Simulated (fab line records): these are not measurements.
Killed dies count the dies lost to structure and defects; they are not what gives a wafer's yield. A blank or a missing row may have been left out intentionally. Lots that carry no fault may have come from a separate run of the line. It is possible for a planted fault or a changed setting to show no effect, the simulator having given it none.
Matching of chambers | flow nand_harc | NHARC_A_BONDPAD_CMP_19 on cmp-02: 4 sister chambers
The step polishes, t overpolish 30 s, cu recess touch 16 s, target thk 169.82 nm. 8 wafers are shown with their chamber, then 9 later ones without.

WAFERS, EACH WITH ITS CHAMBER
wafer  | chamber | motor_current_A (A) | overpolish_run_s (s)
L074.4 | 0       | 11.8                | 30.007
L080.3 | 0       | 11.7                | 30.007
L080.6 | 1       | 13.9                | 29.995
L083.2 | 2       | 11.1                | 30.003
L083.6 | 3       | 11.6                | 29.997
L086.4 | 3       | 12.0                | 29.986
L086.5 | 1       | 13.5                | 30.000
L086.6 | 2       | 11.0                | 29.993

WAFERS WITHOUT THEIR CHAMBER
wafer  | motor_current_A (A) | overpolish_run_s (s)
L089.2 | 12.6                | 29.997
L089.4 | 11.4                | 30.005
L089.5 | 11.8                | 29.994
L094.1 | 11.2                | 29.997
L094.2 | 12.0                | 30.003
L094.3 | 14.0                | 29.995
L094.4 | 12.0                | 30.014
L094.5 | 11.0                | 29.996
L094.6 | 13.8                | 30.007

EACH ONE'S CHAMBER
wafer  | from the rows above          | in truth
L089.2 | can't be placed: 3 or 0 or 1 | 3
L089.4 | can't be placed: 0 or 2 or 3 | 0
L089.5 | can't be placed: 3 or 0      | 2
L094.1 | 2                            | 2
L094.2 | can't be placed: 0 or 3      | 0
L094.3 | 1                            | 1
L094.4 | 0                            | 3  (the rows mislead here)
L094.5 | 2                            | 2
L094.6 | 1                            | 1
Placed correctly: 4 of 9. Can't be placed from these rows: 4 (the true chamber is among the candidates in 3). Placed wrongly: 1.
How it was worked out, from the rows above alone: a wafer's distance from a chamber is the root of the sum, over the readings, of the square of ((its reading less the chamber's mean) divided by the reading's scatter). The wafer belongs to the nearest chamber; if the next one is less than 2 further off, it can't be placed. A chamber's mean is the mean of its shown wafers. The scatter: the root of (the sum of the squares of (reading less its chamber's mean) over the shown wafers, divided by (wafers less chambers)).
